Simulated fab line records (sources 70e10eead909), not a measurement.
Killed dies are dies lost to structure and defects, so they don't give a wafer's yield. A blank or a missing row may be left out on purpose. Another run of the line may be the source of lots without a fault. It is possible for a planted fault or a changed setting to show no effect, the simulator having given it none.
Matching of chambers -- flow nand-harc -- 4 sister chambers for NHARC_P_BONDPAD_ACTIVATE_29 on rie-diel-08
The step chemistry N2, time 60 s. 4 wafers are shown with their chamber, then 7 later ones without.

WAFERS PAIRED WITH THEIR CHAMBERS
wafer,chamber,drypump-motor-current-A (A)
L087.1,3,6.7
L087.2,0,5.7
L088.3,2,6.0
L088.4,1,5.8

WAFERS WHOSE CHAMBER IS MISSING
wafer,drypump-motor-current-A (A)
L088.6,5.7
L090.3,5.6
L090.4,5.7
L090.5,6.7
L095.2,5.6
L095.3,5.7
L095.4,6.7

THE CHAMBER EACH PASSED THROUGH
wafer,from the rows above,in truth
L088.6,can't be placed: 0 or 1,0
L090.3,can't be placed: 0 or 1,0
L090.4,can't be placed: 0 or 1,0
L090.5,3,3
L095.2,can't be placed: 0 or 1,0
L095.3,can't be placed: 0 or 1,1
L095.4,3,3
Placed correctly: 2 of 7. Can't be placed from these rows: 5 (the true chamber is among the candidates in 5). 0 placed wrongly.
How it was worked out, from the rows above alone: a wafer's distance from a chamber is the root of the sum, over the readings, of the square of ((its reading less the chamber's mean) divided by the reading's scatter). The wafer belongs to the nearest chamber; if the next one is less than 2 further off, it can't be placed. For every chamber, the mean is computed from those of its wafers that are shown. The scatter: root of mean squared gap, hidden wafer to nearest shown wafer, with one shown wafer a chamber.
